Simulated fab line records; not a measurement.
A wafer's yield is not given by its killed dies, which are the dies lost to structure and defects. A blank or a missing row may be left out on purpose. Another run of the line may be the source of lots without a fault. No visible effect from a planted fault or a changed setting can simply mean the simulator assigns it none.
fab line records	flow n5Finfet
[record] lots = 10	wafers = 30	lastDay = 19
route steps=1938 shown BEOL_M3@996 BEOL_M4@1111 PASSIVATION@1936
lots untouched by any fault: they come from a run of this same line in which no faults occurred
startH: hours from the record's first day to the start of the lot's first wafer shown	waitH: time in hours since the lot's previous step	" the same as in the row above	L1.1+2: a single row standing in for several wafers	- no value, or no start was given	* or withheld: withheld	< > ~ a bound
route shown NAME@n: a module of which the file shows steps, and the number in the route of the first	usual: mean and standard deviation over wafers with no fault	same: alike in all rows	chamber/n: place in a boat	sites: the reading at each site	_std_site: standard deviation of those values	_edge_site: mean of outer sites minus mean of inner sites	radiusMm: how far each site lies from the wafer's centre	mask NAME#n: copy n	behind: tool/chamber where the wafer was last shaped	hold: what put the lot on hold/how long, in hours/how the hold closed	device: the n, p or np transistor that did not switch	end of line: tests of these same wafers at the route's end	a step with no rows: only its recipe	killed: at the first sort, the dies lost to defects and structure; wafer yield is something else	map: a wafer's dies, x killed, . not, _ none there
set.NAME: the run value of the setting; set.NAME@STEP: its run value at that earlier step	model.NAME: the simulator's own value behind a step, which no gauge read
a sample of lots followed through the steps of the route, with each step as a table and each wafer as a row
services: a tool's chamber out of use, with start hour (startH, from the record's first day; less than 0 if before it), hours out, and reason
[[steps]]
[step N5_BEOL_M3_SPUTTER_79]
[recipe] material = Cu	targetThkA = 45	tempC = -20	chamberPressurePa = 0.07	powerW = withheld	timeS = 8.29
[usual] throttleValvePct = 29.9/0.98
lot.wafer	tool	chamber	startH	waitH	throttleValvePct
L950.2	pvdSputter-03	-	195.67	0.1	29.7
L950.5	"	-	"	"	29.5
L950.6	"	-	"	"	30.9
L952.3	pvdSputter-02	-	201.32	0.1	30.4
L952.5	"	-	"	"	29.7
L952.6	"	-	"	"	30.6
L954.1	pvdSputter-01	-	227.66	0.1	31.0
L954.4	"	-	"	"	30.9
L954.6	"	-	"	"	28.9
L955.1	pvdSputter-03	-	235.07	0.1	30.5
L955.3	"	-	"	"	28.5
L955.4	"	-	"	"	29.7
L956.2	pvdSputter-03	-	247.43	0.1	30.8
L956.4	"	-	"	"	29.5
L956.5	"	-	"	"	29.4
L959.1	pvdSputter-01	-	261.83	0.1	31.1
L959.3	"	-	"	"	32.2
L959.4	"	-	"	"	31.1
L960.1	pvdSputter-03	-	263.47	0.1	29.7
L960.3	"	-	"	"	29.7
L960.6	"	-	"	"	29.6
L963.2	pvdSputter-01	-	276.25	0.1	30.9
L963.3	"	-	"	"	29.3
L963.5	"	-	"	"	28.8
L964.1	pvdSputter-01	-	308.44	0.1	31.0
L964.2	"	-	"	"	31.1
L964.6	"	-	"	"	31.2
L967.1	pvdSputter-03	-	320.57	0.1	30.6
L967.2	"	-	"	"	29.4
L967.6	"	-	"	"	29.6
[step N5_BEOL_M3_SPUTTER_81]
[recipe] material = Cu	targetThkA = 45	tempC = -20	chamberPressurePa = 0.07	powerW = withheld	timeS = 8.29
[usual] throttleValvePct = 29.9/0.96
lot.wafer	tool	chamber	startH	waitH	throttleValvePct
L950.2	pvdSputter-03	-	195.89	0.1	29.9
L950.5	"	-	"	"	29.8
L950.6	"	-	"	"	30.6
L952.3	pvdSputter-02	-	201.54	0.1	30.0
L952.5	"	-	"	"	29.3
L952.6	"	-	"	"	30.5
L954.1	pvdSputter-01	-	227.88	0.1	31.2
L954.4	"	-	"	"	31.2
L954.6	"	-	"	"	29.0
L955.1	pvdSputter-03	-	235.29	0.1	30.5
L955.3	"	-	"	"	28.6
L955.4	"	-	"	"	29.7
L956.2	pvdSputter-03	-	247.65	0.1	30.7
L956.4	"	-	"	"	29.3
L956.5	"	-	"	"	29.4
L959.1	pvdSputter-01	-	262.05	0.1	30.9
L959.3	"	-	"	"	32.0
L959.4	"	-	"	"	31.3
L960.1	pvdSputter-03	-	263.69	0.1	29.5
L960.3	"	-	"	"	29.2
L960.6	"	-	"	"	29.6
L963.2	pvdSputter-01	-	276.47	0.1	31.2
L963.3	"	-	"	"	28.8
L963.5	"	-	"	"	28.8
L964.1	pvdSputter-01	-	308.66	0.1	31.1
L964.2	"	-	"	"	31.1
L964.6	"	-	"	"	30.9
L967.1	pvdSputter-03	-	320.79	0.1	30.5
L967.2	"	-	"	"	29.3
L967.6	"	-	"	"	29.3
[step N5_BEOL_M3_ANNEAL_87]
[recipe] tempC = 400	timeS = 240	ambient = vacuum
[usual] heaterPowerW = 863/72	susceptorTempC = 400.01/0.21	susceptor_temp_C_max = 401.1/0.39
lot.wafer	tool	chamber	startH	waitH	heaterPowerW	susceptorTempC	susceptor_temp_C_max
L950.2	pvdSputter-03	-	196.19	0.0	874	399.80	400.8
L950.5	"	-	"	"	878	400.14	402.2
L950.6	"	-	"	"	730	400.30	401.4
L952.3	pvdSputter-02	-	201.84	0.0	816	400.01	400.7
L952.5	"	-	"	"	911	400.32	401.0
L952.6	"	-	"	"	800	399.78	400.7
L954.1	pvdSputter-01	-	228.18	0.0	772	399.57	400.2
L954.4	"	-	"	"	863	400.32	401.7
L954.6	"	-	"	"	975	399.65	400.4
L955.1	pvdSputter-03	-	235.59	0.0	720	400.14	401.5
L955.3	"	-	"	"	954	399.79	400.7
L955.4	"	-	"	"	866	400.02	401.4
L956.2	pvdSputter-03	-	247.95	0.0	716	400.12	401.6
L956.4	"	-	"	"	877	399.95	401.0
L956.5	"	-	"	"	888	399.91	400.8
L959.1	pvdSputter-01	-	262.35	0.0	778	399.75	400.6
L959.3	"	-	"	"	934	399.78	401.1
L959.4	"	-	"	"	876	400.22	401.6
L960.1	pvdSputter-03	-	263.99	0.0	861	400.33	401.6
L960.3	"	-	"	"	902	399.92	401.1
L960.6	"	-	"	"	844	400.20	401.4
L963.2	pvdSputter-01	-	276.77	0.0	805	399.95	400.6
L963.3	"	-	"	"	939	400.11	401.0
L963.5	"	-	"	"	969	399.95	400.8
L964.1	pvdSputter-01	-	308.96	0.0	800	400.16	400.9
L964.2	"	-	"	"	871	399.90	401.1
L964.6	"	-	"	"	808	400.01	400.7
L967.1	pvdSputter-03	-	321.09	0.0	700	399.60	401.0
L967.2	"	-	"	"	872	400.04	401.0
L967.6	"	-	"	"	864	399.63	400.5
[step N5_BEOL_M3_ANNEAL_93]
[recipe] tempC = 400	timeS = 240	ambient = vacuum
[usual] heaterPowerW = 864/71	susceptorTempC = 400.00/0.23	susceptor_temp_C_max = 401.1/0.41
lot.wafer	tool	chamber	startH	waitH	heaterPowerW	susceptorTempC	susceptor_temp_C_max
L950.2	pvdSputter-03	-	196.85	0.0	851	400.34	401.4
L950.5	"	-	"	"	877	400.12	401.8
L950.6	"	-	"	"	723	400.24	402.4
L952.3	pvdSputter-02	-	202.50	0.0	790	400.18	400.8
L952.5	"	-	"	"	924	399.97	400.7
L952.6	"	-	"	"	781	400.00	400.8
L954.1	pvdSputter-01	-	228.84	0.0	-	-	-
L954.4	"	-	"	"	-	-	-
L954.6	"	-	"	"	-	-	-
L955.1	pvdSputter-03	-	236.25	0.0	-	-	-
L955.3	"	-	"	"	-	-	-
L955.4	"	-	"	"	-	-	-
L956.2	pvdSputter-03	-	248.61	0.0	-	-	-
L956.4	"	-	"	"	-	-	-
L956.5	"	-	"	"	-	-	-
L959.1	pvdSputter-01	-	263.01	0.0	795	399.56	400.2
L959.3	"	-	"	"	930	399.85	401.4
L959.4	"	-	"	"	881	400.11	401.3
L960.1	pvdSputter-03	-	264.65	0.0	882	399.65	400.9
L960.3	"	-	"	"	899	400.04	401.1
L960.6	"	-	"	"	877	399.92	401.2
L963.2	pvdSputter-01	-	277.43	0.0	800	399.96	401.0
L963.3	"	-	"	"	952	399.98	400.8
L963.5	"	-	"	"	949	400.12	401.0
L964.1	pvdSputter-01	-	309.62	0.0	814	400.28	401.1
L964.2	"	-	"	"	881	399.78	400.9
L964.6	"	-	"	"	798	400.15	401.0
L967.1	pvdSputter-03	-	321.75	0.0	705	400.13	401.9
L967.2	"	-	"	"	868	400.04	401.1
L967.6	"	-	"	"	850	399.83	401.3
[step N5_BEOL_M4_RC_MEAS_101]
[usual] DIBL_N = 36.4/1.9	DIBL_P = 35.8/2.1	IOFF_N = 0.158/0.029	IOFF_P = 0.21/0.035	ION_N = 676/14	ION_P = 465/9.7	SS_N = 71.5/0.66	SS_P = 73.4/0.7	VT_N = 249.8/3	VT_P = -250/3.3
lot.wafer	tool	chamber	startH	waitH	DIBL_N[mV/V]	DIBL_P[mV/V]	IOFF_N[nA/um]	IOFF_P[nA/um]	ION_N[uA/um]	ION_P[uA/um]	SS_N[mV/dec]	SS_P[mV/dec]	VT_N[mV]	VT_P[mV]
L950.2	prober-01	0	226.16	0.2	34.3	32.2	0.113	0.18	676	473	70.4	72.4	255.0	-251
L950.5	"	0	"	"	37.0	34.8	0.145	0.22	664	462	71.4	73.2	250.7	-247
L950.6	"	0	"	"	34.0	31.5	0.107	0.18	661	461	70.4	72.1	254.0	-250
L952.3	prober-01	0	233.73	0.3	37.8	37.2	0.177	0.26	676	473	71.2	73.9	248.1	-248
L952.5	"	0	"	"	37.5	37.2	0.171	0.26	676	471	71.5	74.0	248.2	-246
L952.6	"	0	"	"	35.5	34.2	0.135	0.20	667	465	70.9	73.1	252.9	-250
L954.1	prober-01	0	244.14	0.0	38.3	38.8	0.204	0.30	678	472	72.6	74.8	246.1	-246
L954.4	"	0	"	"	34.2	35.3	0.135	0.23	686	482	71.4	73.7	250.5	-246
L954.6	"	0	"	"	35.1	35.8	0.141	0.24	667	473	71.6	73.9	250.7	-246
L955.1	prober-01	0	251.12	0.0	37.8	36.9	0.182	0.23	700	476	72.1	74.9	248.2	-247
L955.3	"	0	"	"	34.9	32.9	0.128	0.16	675	465	71.0	72.7	252.3	-255
L955.4	"	0	"	"	35.2	33.9	0.140	0.19	663	458	71.0	73.7	253.5	-253
L956.2	prober-01	0	261.57	0.2	38.9	37.3	0.190	0.27	707	484	71.1	73.9	243.9	-243
L956.4	"	0	"	"	38.0	35.8	0.161	0.22	687	470	71.3	73.3	248.4	-249
L956.5	"	0	"	"	41.7	40.5	0.228	0.31	708	482	72.0	74.9	242.3	-244
L959.1	prober-01	0	282.14	0.0	36.4	36.5	0.190	0.23	687	469	71.2	73.5	245.3	-252
L959.3	"	0	"	"	36.7	37.1	0.190	0.23	686	462	71.8	73.0	244.6	-249
L959.4	"	0	"	"	36.3	34.9	0.168	0.19	662	455	71.9	72.3	247.2	-251
L960.1	prober-02	0	282.74	0.0	35.6	34.7	0.148	0.19	680	468	71.1	72.9	250.3	-252
L960.3	"	0	"	"	36.3	35.7	0.159	0.20	682	463	71.1	73.4	249.3	-249
L960.6	"	0	"	"	34.5	33.4	0.129	0.17	666	455	71.4	72.7	252.4	-252
L963.2	prober-02	0	306.54	0.3	35.8	34.8	0.155	0.21	671	469	71.1	73.4	250.0	-249
L963.3	"	0	"	"	35.2	34.1	0.142	0.19	666	459	71.3	73.4	251.1	-248
L963.5	"	0	"	"	34.1	31.6	0.117	0.16	656	448	71.0	72.0	250.5	-251
L964.1	prober-02	0	324.59	0.0	37.4	37.4	0.166	0.20	686	465	72.2	73.7	249.1	-254
L964.2	"	0	"	"	34.5	32.9	0.117	0.15	664	452	71.0	72.8	253.6	-256
L964.6	"	0	"	"	38.1	38.2	0.185	0.22	688	465	71.3	73.6	248.7	-253
L967.1	prober-02	0	334.96	0.0	37.2	37.9	0.162	0.22	671	459	72.3	73.8	250.7	-250
L967.2	"	0	"	"	35.6	36.8	0.142	0.20	679	464	71.2	72.9	250.5	-249
L967.6	"	0	"	"	36.6	37.2	0.151	0.22	670	461	71.8	73.7	252.0	-248
[step N5_PASSIVATION_PROBE_49]
[usual] defectLimitedYield = 91.3/1.3	killed_at_M0_to_M3 = 34/9.1	killed_at_M4_up = 14/5.6	killedAtContacts = 13/5.9	killedAtFrontEnd = 39/11	killedAtOther = 3.6/3	killedDies = 102/16	killedOpen = 68/12	killedShort = 33/7.3	sort_bin_4_leakage = 0.00/0.01	sort_bin_5_function = 5.2/0.89	sort_bin_6_memory = 3.2/0.68	sort_bin_8_speed = 0.00/0.027	sortNPass = 1078/16
[same] grossDies = 1180	killedAtBackSide = 0
lot.wafer	tool	chamber	startH	waitH	defectLimitedYield[%]	killed_at_M0_to_M3	killed_at_M4_up	killedAtContacts	killedAtFrontEnd	killedAtOther	killedDies	killedOpen	killedShort	sort_bin_4_leakage[%]	sort_bin_5_function[%]	sort_bin_6_memory[%]	sort_bin_8_speed[%]	sortNPass
L950.2	prober-01	-	332.52	0.1	92.5	28	13	4	41	3	89	59	30	0	5.3	1.9	0	1091
L950.5	prober-01	-	332.67	0.2	90.5	34	24	1	44	9	112	72	37	0	4.9	4.3	0	1068
L950.6	prober-01	-	332.72	0.3	92.5	25	15	6	41	1	88	63	23	0	4.4	2.7	0	1092
L952.3	prober-01	-	334.15	0.1	92.3	30	12	4	39	6	91	52	38	0	4.4	3.1	0	1089
L952.5	prober-01	-	334.25	0.2	90.3	32	17	17	48	1	115	76	39	0	5.0	4.2	0	1065
L952.6	prober-01	-	334.30	0.3	93.5	27	14	4	32	0	77	56	21	0	3.9	2.5	0	1103
L954.1	prober-02	-	348.79	0.0	88.6	29	9	7	79	10	134	87	47	0.08	5.9	5.0	0	1045
L954.4	prober-02	-	348.94	0.2	88.4	29	18	15	72	3	137	90	46	0	7.2	4.2	0	1043
L954.6	prober-02	-	349.04	0.3	91.8	34	6	9	38	10	97	63	34	0	4.9	3.3	0	1083
L955.1	prober-02	-	357.19	0.0	91.2	37	9	17	37	4	104	76	24	0	6.3	2.1	0.17	1076
L955.3	prober-02	-	357.29	0.1	92.0	30	17	12	34	1	94	68	21	0	5.2	2.2	0	1086
L955.4	prober-02	-	357.34	0.2	91.9	27	15	5	45	3	95	65	29	0	4.7	3.3	0	1085
L956.2	prober-01	-	368.37	0.1	91.1	29	18	15	42	1	105	67	36	0	6.1	2.5	0	1075
L956.4	prober-01	-	368.47	0.2	89.2	32	34	15	45	2	128	86	33	0	6.5	3.5	0	1052
L956.5	prober-01	-	368.52	0.2	90.1	25	28	27	34	3	117	87	29	0	6.0	3.6	0	1063
L960.1	prober-02	-	385.13	0.0	92.4	24	6	13	47	0	90	66	21	0	5.1	2.5	0	1090
L960.3	prober-02	-	385.23	0.1	92.2	24	6	22	34	6	92	61	30	0	4.0	3.6	0	1088
L960.6	prober-02	-	385.38	0.3	90.5	36	9	9	56	2	112	77	34	0	6.0	3.3	0	1068
L959.1	prober-01	-	397.93	0.0	90.7	53	21	4	30	2	110	70	39	0	5.4	3.4	0	1070
L959.3	prober-01	-	398.03	0.1	90.1	57	15	14	31	0	117	85	31	0	5.5	4.0	0	1063
L959.4	prober-01	-	398.08	0.2	90.7	42	18	12	29	9	110	79	28	0	5.8	3.1	0	1070
L963.2	prober-02	-	417.43	0.1	90.8	38	25	14	31	1	109	75	32	0	6.8	2.2	0	1071
L963.3	prober-02	-	417.48	0.1	92.2	31	8	10	41	2	92	54	38	0	4.9	2.6	0	1088
L963.5	prober-02	-	417.58	0.2	92.4	39	15	6	29	1	90	47	41	0	4.3	3.0	0	1090
L964.1	prober-01	-	439.81	0.0	91.5	14	17	15	51	3	100	62	38	0	5.2	3.1	0	1080
L964.2	prober-01	-	439.86	0.1	91.5	26	10	12	51	1	100	42	56	0	5.3	2.5	0	1080
L964.6	prober-01	-	440.06	0.3	93.0	19	18	17	28	1	83	53	28	0	3.7	3.1	0	1097
L967.1	prober-01	-	450.94	0.0	90.5	29	16	12	45	10	112	66	45	0	5.7	3.6	0	1068
L967.2	prober-01	-	450.99	0.1	90.8	30	18	13	45	2	108	66	37	0	5.5	3.2	0	1072
L967.6	prober-01	-	451.19	0.3	90.7	41	11	11	40	7	110	80	29	0	5.1	3.8	0	1070
// killed by level:class
L950.2 BEOL_M0_SAQP:geometricParticle:short=8 FIN_SAQP:geometricParticle:open=7 STI_FIN_REVEAL:geometricParticle:open=7 BEOL_M0_SAQP:geometricParticle:open=6 STARTING-WAFER:geometricParticle:open=5 ILD0:geometricParticle:open=4 BEOL_M2:geometricParticle:open=4 MOL_CONTACT_COAG:geometricParticle:open=4
L950.5 STI_FIN_REVEAL:geometricParticle:open=12 BEOL_M2:geometricParticle:open=7 BEOL_M1:geometricParticle:open=7 BEOL_M4:geometricParticle:open=7 BEOL_M6:geometricParticle:open=6 STI_FIN_REVEAL:geometricParticle:short=5 FIN_SAQP:geometricParticle:short=4 BEOL_M3:geometricParticle:open=4
L950.6 FIN_SAQP:geometricParticle:open=10 STI_FIN_REVEAL:geometricParticle:open=8 BEOL_M1:geometricParticle:open=7 BEOL_M4:geometricParticle:open=7 FIN_SAQP:geometricParticle:short=5 BEOL_M5:geometricParticle:open=5 BEOL_M2:geometricParticle:open=5 MOL_CONTACT_COAG:geometricParticle:open=4
L952.3 STI_FIN_REVEAL:geometricParticle:open=16 BEOL_M0_SAQP:geometricParticle:short=12 BEOL_M0_SAQP:geometricParticle:open=6 BEOL_M2:geometricParticle:open=6 STI_FIN_REVEAL:geometricParticle:short=4 GATE_CUT:geometricParticle:short=4 MOL_CONTACT_COAG:geometricParticle:open=4 BEOL_M2:geometricParticle:short=4
L952.5 STI_FIN_REVEAL:geometricParticle:open=15 MOL_CONTACT_COAG:geometricParticle:open=15 BEOL_M0_SAQP:geometricParticle:open=11 STI_FIN_REVEAL:geometricParticle:short=7 BEOL_M2:geometricParticle:short=7 FIN_SAQP:geometricParticle:open=6 BEOL_M2:geometricParticle:open=6 BEOL_M5:geometricParticle:open=5
L952.6 STI_FIN_REVEAL:geometricParticle:open=15 BEOL_M0_SAQP:geometricParticle:short=11 DUMMY_GATE:geometricParticle:open=8 BEOL_M4:geometricParticle:open=6 BEOL_M2:geometricParticle:open=4 MOL_CONTACT_COAG:geometricParticle:open=4 BEOL_M0_SAQP:geometricParticle:open=4 BEOL_M6:geometricParticle:open=3
L954.1 FIN_SAQP:geometricParticle:open=27 GATE_CUT:geometricParticle:short=13 DUMMY_GATE:geometricParticle:open=7 MOL_CONTACT_COAG:geometricParticle:open=7 FIN_SAQP:geometricParticle:short=6 BEOL_M2:geometricParticle:open=6 ILD0:geometricParticle:open=6 STI_FIN_REVEAL:geometricParticle:open=5
L954.4 FIN_SAQP:geometricParticle:open=26 MOL_CONTACT_COAG:geometricParticle:open=13 GATE_CUT:geometricParticle:short=12 FIN_SAQP:geometricParticle:short=7 GATE_CUT:geometricParticle:open=6 BEOL_M4:geometricParticle:open=6 BEOL_M1:geometricParticle:open=5 ILD0:geometricParticle:open=5
L954.6 BEOL_M3:geometricParticle:open=13 BEOL_M0_SAQP:geometricParticle:open=8 FIN_SAQP:geometricParticle:open=7 MOL_CONTACT_COAG:geometricParticle:open=7 GATE_CUT:geometricParticle:short=5 BEOL_M2:geometricParticle:open=5 MIM_TOP_ETCH:geometricParticle:open=5 FIN_SAQP:geometricParticle:short=4
L955.1 MOL_CONTACT_COAG:geometricParticle:open=14 BEOL_M2:geometricParticle:open=9 FIN_SAQP:geometricParticle:open=7 FIN_SAQP:geometricParticle:short=6 STI_FIN_REVEAL:geometricParticle:open=6 BEOL_M3:geometricParticle:open=6 BEOL_M0_SAQP:geometricParticle:open=6 BEOL_M4:geometricParticle:open=6
L955.3 BEOL_M2:geometricParticle:open=14 BEOL_M4:geometricParticle:open=11 MOL_CONTACT_COAG:geometricParticle:open=11 BEOL_M3:geometricParticle:open=8 STARTING-WAFER:geometricParticle:open=6 FIN_SAQP:geometricParticle:open=5 BEOL_M3:geometricParticle:short=4 HKMG_FIN:areaEtch=4
L955.4 FIN_SAQP:geometricParticle:open=12 BEOL_M4:geometricParticle:open=8 BEOL_M2:geometricParticle:open=8 FIN_SAQP:geometricParticle:short=6 GATE_CUT:geometricParticle:short=6 MOL_CONTACT_COAG:geometricParticle:open=5 BEOL_M8:geometricParticle:open=5 STARTING-WAFER:geometricParticle:open=5
L956.2 FIN_SAQP:geometricParticle:open=14 MOL_CONTACT_COAG:geometricParticle:open=8 BEOL_M3:geometricParticle:open=7 MOL_CONTACT_COAG:geometricParticle:short=7 BEOL_M4:geometricParticle:open=7 FIN_SAQP:geometricParticle:short=6 STI_FIN_REVEAL:geometricParticle:open=5 BEOL_M2:geometricParticle:open=5
L956.4 BEOL_M4:geometricParticle:open=21 MOL_CONTACT_COAG:geometricParticle:open=13 BEOL_M0_SAQP:geometricParticle:short=10 FIN_SAQP:geometricParticle:open=9 STI_FIN_REVEAL:geometricParticle:open=9 HKMG_FIN:areaEtch=8 BEOL_M4:geometricParticle:short=7 BEOL_M3:geometricParticle:open=6
L956.5 MOL_CONTACT_COAG:geometricParticle:open=22 BEOL_M4:geometricParticle:open=19 FIN_SAQP:geometricParticle:open=12 FIN_SAQP:geometricParticle:short=10 BEOL_M0_SAQP:geometricParticle:open=6 BEOL_M2:geometricParticle:open=6 STI_FIN_REVEAL:geometricParticle:open=5 MOL_CONTACT_COAG:geometricParticle:short=5
L960.1 STI_FIN_REVEAL:geometricParticle:open=13 FIN_SAQP:geometricParticle:open=10 MOL_CONTACT_COAG:geometricParticle:open=7 BEOL_M3:geometricParticle:open=7 MOL_CONTACT_COAG:geometricParticle:short=6 BEOL_M2:geometricParticle:open=6 STARTING-WAFER:geometricParticle:open=6 BEOL_M1:geometricParticle:open=5
L960.3 MOL_CONTACT_COAG:geometricParticle:open=20 STI_FIN_REVEAL:geometricParticle:open=9 GATE_CUT:geometricParticle:short=6 BEOL_M0_SAQP:geometricParticle:open=5 STI_FIN_REVEAL:geometricParticle:short=4 GATE_CUT:geometricParticle:open=4 BEOL_M2:geometricParticle:open=4 BEOL_M0_SAQP:geometricParticle:short=4
L960.6 STI_FIN_REVEAL:geometricParticle:open=16 FIN_SAQP:geometricParticle:open=14 BEOL_M0_SAQP:geometricParticle:short=10 FIN_SAQP:geometricParticle:short=8 BEOL_M0_SAQP:geometricParticle:open=8 MOL_CONTACT_COAG:geometricParticle:open=7 BEOL_M1:geometricParticle:open=6 GATE_CUT:geometricParticle:short=5
L959.1 BEOL_M0_SAQP:geometricParticle:open=17 BEOL_M0_SAQP:geometricParticle:short=14 BEOL_M4:geometricParticle:open=13 FIN_SAQP:geometricParticle:open=6 FIN_SAQP:geometricParticle:short=6 BEOL_M2:geometricParticle:open=6 BEOL_M1:geometricParticle:open=4 BEOL_M2:geometricParticle:short=4
L959.3 BEOL_M0_SAQP:geometricParticle:open=23 BEOL_M2:geometricParticle:open=12 MOL_CONTACT_COAG:geometricParticle:open=11 BEOL_M4:geometricParticle:open=9 BEOL_M0_SAQP:geometricParticle:short=8 STI_FIN_REVEAL:geometricParticle:open=7 BEOL_M3:geometricParticle:open=6 DUMMY_GATE:geometricParticle:open=5
L959.4 BEOL_M0_SAQP:geometricParticle:open=14 MOL_CONTACT_COAG:geometricParticle:open=12 BEOL_M4:geometricParticle:open=11 BEOL_M2:geometricParticle:open=8 BEOL_M3:geometricParticle:open=6 STI_FIN_REVEAL:geometricParticle:open=4 BEOL_M0_SAQP:geometricParticle:short=4 FIN_SAQP:geometricParticle:open=3
L963.2 MOL_CONTACT_COAG:geometricParticle:open=10 BEOL_M2:geometricParticle:open=10 BEOL_M0_SAQP:geometricParticle:open=9 FIN_SAQP:geometricParticle:open=7 BEOL_M0_SAQP:geometricParticle:short=6 BEOL_M3:geometricParticle:open=6 DUMMY_GATE:geometricParticle:open=5 GATE_CUT:geometricParticle:short=5
L963.3 FIN_SAQP:geometricParticle:short=9 FIN_SAQP:geometricParticle:open=9 MOL_CONTACT_COAG:geometricParticle:open=9 BEOL_M0_SAQP:geometricParticle:short=7 BEOL_M0_SAQP:geometricParticle:open=7 DUMMY_GATE:geometricParticle:open=5 BEOL_M2:geometricParticle:open=5 BEOL_M3:geometricParticle:open=5
L963.5 BEOL_M0_SAQP:geometricParticle:short=11 BEOL_M0_SAQP:geometricParticle:open=8 GATE_CUT:geometricParticle:short=7 BEOL_M1:geometricParticle:short=7 BEOL_M3:geometricParticle:open=7 FIN_SAQP:geometricParticle:short=5 MOL_CONTACT_COAG:geometricParticle:open=5 BEOL_M2:geometricParticle:open=5
L964.1 FIN_SAQP:geometricParticle:short=18 MOL_CONTACT_COAG:geometricParticle:open=12 FIN_SAQP:geometricParticle:open=11 BEOL_M5:geometricParticle:open=8 GATE_CUT:geometricParticle:open=5 BEOL_M1:geometricParticle:open=4 STI_FIN_REVEAL:geometricParticle:open=4 GATE_CUT:geometricParticle:short=4
L964.2 FIN_SAQP:geometricParticle:short=24 MOL_CONTACT_COAG:geometricParticle:short=12 FIN_SAQP:geometricParticle:open=8 BEOL_M1:geometricParticle:open=8 BEOL_M0_SAQP:geometricParticle:short=6 BEOL_M0_SAQP:geometricParticle:open=4 BEOL_M5:geometricParticle:open=4 STI_FIN_REVEAL:geometricParticle:short=3
L964.6 MOL_CONTACT_COAG:geometricParticle:open=11 BEOL_M5:geometricParticle:open=10 FIN_SAQP:geometricParticle:short=9 BEOL_M0_SAQP:geometricParticle:open=5 MOL_CONTACT_COAG:geometricParticle:short=5 BEOL_M0_SAQP:geometricParticle:short=5 BEOL_M1:geometricParticle:open=4 STARTING-WAFER:geometricParticle:short=4
L967.1 GATE_CUT:geometricParticle:short=9 MOL_CONTACT_COAG:geometricParticle:open=9 STI_FIN_REVEAL:geometricParticle:open=8 FIN_SAQP:geometricParticle:short=7 BEOL_M3:geometricParticle:open=7 BEOL_M0_SAQP:geometricParticle:short=7 BEOL_M4:geometricParticle:open=7 DUMMY_GATE:geometricParticle:open=5
L967.2 BEOL_M4:geometricParticle:open=10 STI_FIN_REVEAL:geometricParticle:open=9 BEOL_M0_SAQP:geometricParticle:short=9 FIN_SAQP:geometricParticle:open=7 GATE_CUT:geometricParticle:short=7 MOL_CONTACT_COAG:geometricParticle:open=7 GATE_CUT:geometricParticle:open=6 MOL_CONTACT_COAG:geometricParticle:short=6
L967.6 BEOL_M0_SAQP:geometricParticle:open=11 MOL_CONTACT_COAG:geometricParticle:open=10 BEOL_M3:geometricParticle:open=10 FIN_SAQP:geometricParticle:open=8 STI_FIN_REVEAL:geometricParticle:open=8 GATE_CUT:geometricParticle:short=8 BEOL_M2:geometricParticle:open=5 GATE_CUT:geometricParticle:open=4
[[services]]
tool	chamber	startH	hours	kind
pvdSputter-02	-	180.38	6.8	repair
pvdSputter-01	-	185.31	8.9	repair
[[key]]
[firstSign] step = N5_BEOL_M3_ANNEAL_93	reading = toolRecord	direction = missing
effect none on later readings
metAt N5_BEOL_M3_ANNEAL_93
struckLots L954,L955,L956
notActingAt N5_BEOL_M3_SPUTTER_79,N5_BEOL_M3_SPUTTER_81,N5_BEOL_M3_ANNEAL_87
onsetBetween 196.85 228.84
[fault] kind = skippedStepWhole	tool = pvdSputter-01,pvdSputter-03	chamber = -	onsetH = 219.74	steps = N5_BEOL_M3_ANNEAL_93	scope = struckLotsOnly
